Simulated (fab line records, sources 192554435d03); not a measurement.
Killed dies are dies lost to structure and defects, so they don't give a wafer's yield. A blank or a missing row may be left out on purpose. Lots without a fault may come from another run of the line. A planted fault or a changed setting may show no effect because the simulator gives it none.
fab line records | flow n5_finfet
record lots=4 wafers=12 last_day=17
route steps=1938 shown MOL_CONTACT_COAG@577 BEOL_M4@1111 PASSIVATION@1936
lots that met no fault: from a run of the same line without faults
start_h: hours from the record's first day to the start of the lot's first wafer shown | wait_h: hours since the lot's step before | " the same as in the row above | L1.1+2: a row that stands for several wafers | - no value, or no start given | * or withheld: withheld | < > ~ a bound
route shown NAME@n: a module of which the file shows steps, and the number in the route of the first | usual: mean/standard deviation of fault-free wafers | same: alike in all rows | chamber/n: place in a boat | sites: the reading at each site | _std_site: their standard deviation | _edge_site: outer sites' mean less inner sites' | radius_mm: how far each site lies from the wafer's centre | mask NAME#n: copy n | behind: the tool/chamber that last shaped the wafer | hold: why the lot was held/for how many hours/how that ended | device: the transistor (n, p or np) that didn't switch | end of line: the same wafers' tests at the end of the route | a step without rows: its recipe alone | killed: dies lost to structure and defects at the first sort, not the wafer's yield | map: a wafer's dies, x killed, . not, _ none there
set.NAME: the setting as run; set.NAME@STEP: as run at that earlier step | model.NAME: the simulator's own value behind a step, which no gauge read
lots at some steps of the route; a table a step, a row a wafer
services: from which hour (start_h, from the record's first day; less than 0 if before it) a tool's chamber was out of use, for how many hours, and why
## steps
# step N5_MOL_CONTACT_COAG_ETCH_89
# recipe chemistry=N2/H2 target=underlayer target_depth_a=130 mask_material=CAR-EUV time_s=10.4 ion_energy_ev=200 pressure_mtorr=30 source_w=840 bias_w=150 n2_flow_sccm=200 h2_flow_sccm=200 ends=cleared
# step N5_MOL_CONTACT_COAG_ETCH_90
# recipe chemistry=CF4 target=SiARC target_depth_a=130 mask_material=CAR-EUV time_s=21.7 ion_energy_ev=80 pressure_mtorr=40 source_w=545 bias_w=36 Ar_flow_sccm=100 cf4_flow_sccm=100 ends=cleared
# step N5_MOL_CONTACT_COAG_ALD_131
# recipe material=SiO2 target_thk_a=50 temp_c=100 ald_precursor_family=BDEAS ald_co_reactant=O2-plasma pulse_time_s=1 co_reactant_pulse_time_s=1 purge_time_s=2 co_reactant_purge_time_s=2 ald_cycles=35 pressure_torr=2
# step N5_MOL_CONTACT_COAG_ETCHBACK_132
# recipe chemistry=CHF3 target=SiO2 target_depth_a=100 time_s=6.7 ion_energy_ev=200 pressure_mtorr=30 source_w=610 bias_w=170 Ar_flow_sccm=200 CHF3_flow_sccm=50
# step N5_MOL_CONTACT_COAG_ETCH_91
# recipe chemistry=N2/H2 target=SOC target_depth_a=600 overetch_a=210 mask_material=SiARC temp_c=40 time_s=101.2 ion_energy_ev=200 pressure_mtorr=30 source_w=840 bias_w=150 n2_flow_sccm=200 h2_flow_sccm=200
# step N5_MOL_CONTACT_COAG_STRIP_92
# recipe chemistry=N2/H2 temp_c=40 n2_flow_sccm=200 h2_flow_sccm=200 rf_frequency_hz=6e+07
# step N5_MOL_CONTACT_COAG_STRIP_93
# recipe chemistry=N2/H2 temp_c=40 n2_flow_sccm=200 h2_flow_sccm=200 rf_frequency_hz=6e+07
# step N5_MOL_CONTACT_COAG_ETCHBACK_135
# recipe chemistry=CHF3 target=SiO2 target_depth_a=250 time_s=16.7 ion_energy_ev=200 pressure_mtorr=30 source_w=610 bias_w=170 Ar_flow_sccm=200 CHF3_flow_sccm=50
# step N5_MOL_CONTACT_COAG_STRIP_118
# recipe chemistry=CHF3 resist=SiARC rf_frequency_hz=6e+07
# step N5_MOL_CONTACT_COAG_VIA_ETCH_46
# recipe chemistry=C4F6/O2 target_depth_a=460 overetch_a=92 mask_material=SOC target=SiO2 bias_w=455 pressure_mtorr=10 time_s=40 source_w=325 Ar_flow_sccm=300 C4F6_flow_sccm=10 O2_flow_sccm=10 ion_energy_ev=575.3 ends=end_point
# step N5_MOL_CONTACT_COAG_STRIP_96
# recipe chemistry=N2/H2 power_w=500 temp_c=40 pressure_mtorr=50 rf_frequency_hz=6e+07 overash_fraction=0.3 bias_power_w=28 h2_frac=0.5 n2_flow_sccm=300 h2_flow_sccm=300
# step N5_MOL_CONTACT_COAG_ETCH_47
# recipe chemistry=CH3F/O2 target=SiNx target_depth_a=270 mask_material=SiO2 stop_on=W over_etch_frac=0.2 ion_energy_ev=120 endpoint=OES-CN pressure_mtorr=30 source_w=395 bias_w=73 Ar_flow_sccm=150 CH3F_flow_sccm=30 O2_flow_sccm=20 ends=end_point
# step N5_MOL_CONTACT_COAG_STRIP_119
# recipe chemistry=N2/H2 time_s=30 power_w=1000 temp_c=250 pressure_mtorr=withheld n2_flow_sccm=1750 h2_flow_sccm=3250
# usual drypump_motor_current_A=6.15/0.25 heater_power_w=313/22
# columns lot.wafer tool chamber start_h wait_h drypump_motor_current_A heater_power_w rf_hours_counter_h
L909.2 plasma_asher-02 0 166.98 0.1 6.00 335 105
L909.3 " 0 " " 6.00 334 -
L909.5 " 1 " " 5.95 289 -
L914.2 plasma_asher-01 1 193.01 0.1 6.51 328 63
L914.3 " 0 " " 6.53 299 -
L914.4 " 1 " " 6.51 322 -
L915.2 plasma_asher-02 1 199.84 0.1 5.92 280 112
L915.4 " 1 " " 5.93 295 -
L915.5 " 0 " " 6.02 338 -
L916.3 plasma_asher-02 1 201.07 0.1 5.92 289 -
L916.5 " 0 " " 6.04 336 -
L916.6 " 1 " " 5.94 289 -
# step N5_MOL_CONTACT_COAG_PRECLEAN_144
# recipe chemistry=alkaline_clean temp_c=60 time_s=60 do_ppb=50
# step N5_MOL_CONTACT_COAG_SRD_145
# recipe dry=ipa_marangoni time_s=30 temp_c=23 rinse_liquid=diw
# step N5_MOL_CONTACT_COAG_COAT_62
# recipe resist=SOC temp_c=250 time_s=60 spin_rpm=1500 resist_thk_nm=60
# step N5_MOL_CONTACT_COAG_COAT_63
# recipe resist=SiARC temp_c=220 time_s=60 spin_rpm=1500 resist_thk_nm=10
# step N5_MOL_CONTACT_COAG_COAT_64
# recipe resist=underlayer temp_c=205 time_s=60 spin_rpm=1500 resist_thk_nm=10
# step N5_MOL_CONTACT_COAG_COAT_34
# recipe resist=CAR-EUV spin_rpm=1500 resist_thk_nm=40
# step N5_MOL_CONTACT_COAG_EBR_36
# recipe solvent=PGMEA ebr_width_mm=1.5
# step N5_MOL_CONTACT_COAG_SOFTBAKE_35
# recipe temp_c=110 time_s=60 resist=CAR-EUV
# step N5_MOL_CONTACT_COAG_EXPOSE_37
# recipe mask_id=VD na=0.33 source_shape=annular sigma_inner=0.3 sigma_outer=0.7 polarization=unpolarized defocus_nm=0 dose_mj=62
# step N5_MOL_CONTACT_COAG_PEB_38
# recipe peb_temp_c=100 peb_time_s=60 resist=CAR-EUV
# step N5_MOL_CONTACT_COAG_DEVELOP_39
# recipe develop_time_s=30 developer=TMAH resist=CAR-EUV rinse_liquid=surfactant_rinse dry=air_spin dev_temp_c=23
# step N5_MOL_CONTACT_COAG_INSPECT_42
# recipe mode=adi inspect_instrument=brightfield
# usual raw_defect_count=193/49
# columns lot.wafer tool chamber start_h wait_h raw_defect_count
L909.2 defect_inspect-02 - 167.66 0.0 236
L909.3 " - " " 215
L909.5 " - " " 201
L914.2 defect_inspect-02 - 193.57 0.0 119
L914.3 " - " " 170
L914.4 " - " " 158
L915.2 defect_inspect-02 - 200.41 0.0 1515
L915.4 " - " " 1508
L915.5 " - " " 1558
L916.3 defect_inspect-02 - 201.73 0.0 1525
L916.5 " - " " 1533
L916.6 " - " " 1615
# step N5_MOL_CONTACT_COAG_DESCUM_45
# recipe chemistry=O2 time_s=7 source_power_w=50 bias_power_w=20 pressure_mtorr=20 rf_frequency_hz=2.712e+07 temp_c=40 resist=CAR-EUV o2_flow_sccm=225
# step N5_BEOL_M4_RC_MEAS_101
# usual DIBL_N=36.0/2.5 DIBL_P=36.2/3 IOFF_N=0.16/0.044 IOFF_P=0.21/0.049 ION_N=671/15 ION_P=461/8.7 SS_N=71.5/0.72 SS_P=73.4/0.9 VT_N=251/4.4 VT_P=-250/4
# columns lot.wafer tool chamber start_h wait_h DIBL_N[mV/V] DIBL_P[mV/V] IOFF_N[nA/um] IOFF_P[nA/um] ION_N[uA/um] ION_P[uA/um] SS_N[mV/dec] SS_P[mV/dec] VT_N[mV] VT_P[mV]
L909.2 prober-02 0 244.47 0.2 35.3 34.4 0.13 0.20 671 460 71.0 73.2 251 -251
L909.3 " 0 " " 34.0 31.9 0.11 0.16 648 448 70.5 72.6 256 -252
L909.5 " 0 " " 33.5 31.9 0.10 0.16 656 463 70.2 73.2 254 -250
L915.2 prober-02 0 271.16 0.2 38.9 40.4 0.23 0.28 701 476 72.3 73.8 245 -246
L915.4 " 0 " " 35.1 34.5 0.15 0.18 678 458 71.1 72.5 249 -253
L915.5 " 0 " " 36.7 37.4 0.17 0.22 692 468 72.2 73.7 250 -252
L914.2 prober-02 0 275.85 0.2 41.2 43.1 0.31 0.37 692 473 72.8 74.9 240 -241
L914.3 " 0 " " 36.6 37.7 0.19 0.24 683 465 71.4 73.0 245 -248
L914.4 " 0 " " 36.9 38.5 0.20 0.26 682 473 72.0 74.0 245 -245
L916.3 prober-02 0 301.99 0.3 41.1 42.8 0.24 0.33 691 469 72.4 75.3 242 -244
L916.5 " 0 " " 38.0 38.4 0.17 0.22 679 456 71.8 74.9 250 -254
L916.6 " 0 " " 41.0 42.0 0.23 0.31 688 471 72.8 74.7 244 -246
# step N5_PASSIVATION_PROBE_49
# usual defect_limited_yield=91.7/1.4 killed_at_M0_to_M3=31/11 killed_at_M4_up=13/4.6 killed_at_contacts=13/6.7 killed_at_front_end=39/9.6 killed_at_other=3.5/2.8 killed_dies=98/16 killed_open=64/11 killed_short=33/8.5 sort_bin_4_leakage=0.00/0.032 sort_bin_5_function=4.9/0.96 sort_bin_6_memory=3.1/0.59 sort_n_pass=1080/23 sort_yield_pct=91.5/1.9
# same gross_dies=1180 killed_at_back_side=0 sort_bin_8_speed[%]=0
# columns lot.wafer tool chamber start_h wait_h defect_limited_yield[%] killed_at_M0_to_M3 killed_at_M4_up killed_at_contacts killed_at_front_end killed_at_other killed_dies killed_open killed_short sort_bin_4_leakage[%] sort_bin_5_function[%] sort_bin_6_memory[%] sort_n_pass sort_yield_pct[%]
L909.2 prober-01 - 343.66 0.1 90.8 38 13 13 40 4 108 61 47 0 6.0 2.8 1072 90.8
L909.3 prober-01 - 343.71 0.1 91.1 38 25 9 32 1 105 65 40 0 5.8 2.9 1075 91.1
L909.5 prober-01 - 343.81 0.2 89.6 50 13 13 45 2 123 78 45 0 6.7 3.1 1057 89.6
L914.2 prober-02 - 375.32 0.1 88.8 51 17 15 49 0 132 86 44 0.34 6.9 3.6 1044 88.5
L914.3 prober-02 - 375.37 0.1 91.5 51 12 5 32 0 100 73 25 0 4.8 3.5 1080 91.5
L914.4 prober-02 - 375.42 0.2 92.1 36 14 10 33 0 93 61 25 0 5.2 2.7 1087 92.1
L915.2 prober-02 - 377.55 0.1 81.1 21 6 165 27 4 223 37 28 0.17 10.8 4.4 955 80.9
L915.4 prober-02 - 377.65 0.2 77.5 40 11 164 44 7 266 68 45 0 13.8 3.8 914 77.5
L915.5 prober-02 - 377.70 0.2 80.8 43 6 138 35 5 227 61 30 0 10.4 4.4 953 80.8
L916.3 prober-01 - 409.37 0.1 77.4 39 11 172 43 2 267 70 36 0 13.7 4.7 913 77.4
L916.5 prober-01 - 409.47 0.2 77.0 56 11 149 52 3 271 80 54 0 13.3 5.3 909 77.0
L916.6 prober-01 - 409.52 0.3 76.1 71 8 155 42 6 282 78 57 0 13.8 5.4 898 76.1
# killed by level:class
L909.2 BEOL_M0_SAQP:geometric_particle:short=14 STI_FIN_REVEAL:geometric_particle:open=10 FIN_SAQP:geometric_particle:open=8 MOL_CONTACT_COAG:geometric_particle:open=8 STARTING-WAFER:geometric_particle:short=6 MOL_CONTACT_COAG:geometric_particle:short=5 BEOL_M0_SAQP:geometric_particle:open=5 BEOL_M2:geometric_particle:short=5
L909.3 BEOL_M0_SAQP:geometric_particle:open=11 BEOL_M4:geometric_particle:open=11 BEOL_M0_SAQP:geometric_particle:short=10 FIN_SAQP:geometric_particle:short=8 FIN_SAQP:geometric_particle:open=8 BEOL_M8:geometric_particle:open=8 STI_FIN_REVEAL:geometric_particle:open=6 MOL_CONTACT_COAG:geometric_particle:open=6
L909.5 BEOL_M0_SAQP:geometric_particle:short=13 FIN_SAQP:geometric_particle:short=11 BEOL_M0_SAQP:geometric_particle:open=11 STI_FIN_REVEAL:geometric_particle:open=11 FIN_SAQP:geometric_particle:open=10 BEOL_M0:geometric_particle:open=10 MOL_CONTACT_COAG:geometric_particle:open=10 BEOL_M4:geometric_particle:open=6
L914.2 FIN_SAQP:geometric_particle:open=18 FIN_SAQP:geometric_particle:short=13 BEOL_M1:geometric_particle:open=13 MOL_CONTACT_COAG:geometric_particle:open=9 BEOL_M0_SAQP:geometric_particle:short=8 BEOL_M0_SAQP:geometric_particle:open=7 MOL_CONTACT_COAG:geometric_particle:short=6 BEOL_M5:geometric_particle:open=6
L914.3 BEOL_M1:geometric_particle:open=16 BEOL_M0_SAQP:geometric_particle:open=14 FIN_SAQP:geometric_particle:short=7 STI_FIN_REVEAL:geometric_particle:open=7 BEOL_M0_SAQP:geometric_particle:short=7 BEOL_M4:geometric_particle:open=6 FIN_SAQP:geometric_particle:open=5 MOL_CONTACT_COAG:geometric_particle:open=5
L914.4 BEOL_M0_SAQP:geometric_particle:open=10 FIN_SAQP:geometric_particle:open=9 MOL_CONTACT_COAG:geometric_particle:open=9 BEOL_M0_SAQP:geometric_particle:short=9 BEOL_M2:geometric_particle:open=7 STI_FIN_REVEAL:geometric_particle:open=6 BEOL_M1:geometric_particle:open=4 BEOL_M4:geometric_particle:open=4
L915.2 MOL_CONTACT_COAG:unspecified=157 STI_FIN_REVEAL:geometric_particle:open=6 BEOL_M1:geometric_particle:open=6 BEOL_M3:geometric_particle:open=5 GATE_CUT:geometric_particle:short=5 MOL_CONTACT_COAG:geometric_particle:open=5 STI_FIN_REVEAL:geometric_particle:short=4 BEOL_M0_SAQP:geometric_particle:short=4
L915.4 MOL_CONTACT_COAG:unspecified=152 STI_FIN_REVEAL:geometric_particle:open=17 MOL_CONTACT_COAG:geometric_particle:open=10 BEOL_M1:geometric_particle:short=7 BEOL_M3:geometric_particle:open=7 GATE_CUT:geometric_particle:short=6 BEOL_M0_SAQP:geometric_particle:short=6 BEOL_M1:geometric_particle:open=6
L915.5 MOL_CONTACT_COAG:unspecified=136 BEOL_M0_SAQP:geometric_particle:open=13 BEOL_M0_SAQP:geometric_particle:short=10 STI_FIN_REVEAL:geometric_particle:open=9 BEOL_M2:geometric_particle:open=7 DUMMY_GATE:geometric_particle:open=5 BEOL_M1:geometric_particle:open=5 FIN_SAQP:geometric_particle:open=4
L916.3 MOL_CONTACT_COAG:unspecified=161 FIN_SAQP:geometric_particle:short=14 FIN_SAQP:geometric_particle:open=9 STI_FIN_REVEAL:geometric_particle:open=9 MOL_CONTACT_COAG:geometric_particle:open=9 BEOL_M3:geometric_particle:open=9 BEOL_M0_SAQP:geometric_particle:open=8 BEOL_M1:geometric_particle:open=7
L916.5 MOL_CONTACT_COAG:unspecified=136 BEOL_M0_SAQP:geometric_particle:open=18 BEOL_M0_SAQP:geometric_particle:short=14 STI_FIN_REVEAL:geometric_particle:open=11 GATE_CUT:geometric_particle:short=11 FIN_SAQP:geometric_particle:open=8 FIN_SAQP:geometric_particle:short=8 MOL_CONTACT_COAG:geometric_particle:open=7
L916.6 MOL_CONTACT_COAG:unspecified=147 BEOL_M0_SAQP:geometric_particle:open=20 BEOL_M0_SAQP:geometric_particle:short=15 FIN_SAQP:geometric_particle:open=11 FIN_SAQP:geometric_particle:short=11 BEOL_M2:geometric_particle:short=10 BEOL_M3:geometric_particle:open=9 MOL_CONTACT_COAG:geometric_particle:open=7
# map L915.4 (x killed, . not)
_________________............________________
______________...xx........x..x._____________
___________....................x...__________
__________............x.x.....x...x._________
________................x..x.........x_______
_______......xx.......x.x.....xx..xx...______
______.x...x......x.x...x..xxxxxxxxx...._____
_____.......x.....x....xxxxxxxxxxxxxxx...____
____...................xxxxxxxxxxxxxx.....___
___..x..x......x.x.....xxxxxxxxxxxxxxx.....__
___..............x..x..xxxxxxxxxxxxxxx.....__
__..................x.xxxxxxxxxxxxxxxxx.x..._
__.....x...........x..xxxxxxxxxxxxxxxx......_
_.....x......x.........xxxxxxxxxxxxxxx.......
_....xx.............x.x..xxxxxxxxxxx.x.x.x...
_.....x..x.....x....x..x.xx.xxxxxxxx....x....
_x.x..........x.......x....xxxxxx...x.......x
_.....................xx.xx..xxxx.x..........
_......................x.............x.......
_.......xx..........x........................
_...x......................x.........x....x..
__........x.x...........x.....x.....x......x_
__.........x.................x.............._
___..........x.........x....xxx.x..x.......__
___.........x.x.............x.x............__
____...x...........x.....x...x.....x......___
_____.......x........................x...____
______...x..............x..............._____
_______..x...xx...........x............______
________........x......x........x....._______
__________..x.....x..x...x.....x...x_________
___________.x.x..................x.__________
______________....x...........xx_____________
_________________............________________
# map L916.6 (x killed, . not)
_________________.......x....________________
______________....x............._____________
___________.x.........x..x..xxx.x.x__________
__________.........x....x......x..x._________
________......x..............xx.xx...._______
_______.x....x.............x...x..x....______
______...................xxxxxxxxxxx..xx_____
_____.x.................xxxxxxxxxxxx...x.____
____x.............xx....xxxxxxxxxxxxxx....___
___..x..xx............x.xxxxxxxxxxxxxx.x..x__
___..........x...x.....xxxxxxxxxxxxx.x.....__
__.x..........x..x.....xxxxxxxxxxxxxxxx....._
__......x..x..xxx...xxxxxxxxxxxxxxxxxx.xxx.._
_..x...x............x...xxxxxxxxxxxxx......x.
_........x.....x.xx.....xxxxxxxxxxxx.x.......
_........x..x....x.....xx..xxxxx.xxx....xx...
_............x....x....x.x.x.xxx..x......x...
_...........x.............x.x.....x...x....x.
_..x...........x........x.......x..........x.
_............x...x..........x................
_.x......x...........xx.x.x.x......x........x
__...x.................x.........x.x...x.x.._
__....x.........................x..........x_
___..x....x..x.x...........x.x..xx.........__
___.x...........................x.........x__
____............x.............x.x..x.x....___
_____........x....................x......____
______x.....x.........x...........x..xx._____
_______.......x..................x.x.x.______
________x.......x....xx....x...x......_______
__________..........x..............x_________
___________...............x....x...__________
______________x........x.....x.._____________
_________________...........x________________
## services
# columns tool chamber start_h hours kind
plasma_asher-01 - 198.90 6.2 repair
## key
first_sign step=N5_MOL_CONTACT_COAG_INSPECT_42 reading=raw_defect_count direction=up sigmas=27 usual=193 struck=1542
effect step=N5_PASSIVATION_PROBE_49 reading=killed_at_contacts direction=up sigmas=22 usual=13 struck=157
more_kills_born_at N5_MOL_CONTACT_COAG_STRIP_119@plasma_asher-02=889
met_at N5_MOL_CONTACT_COAG_STRIP_119
struck_wafers L915.2,L915.4,L915.5,L916.3,L916.5,L916.6
onset_between 166.98 199.84
also_fits time
fault kind=chamber_particle_source tool=plasma_asher-02 chamber=- onset_h=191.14 steps=N5_MOL_CONTACT_COAG_STRIP_119 rate_per_visit_cm2=2.0019 end_h=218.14
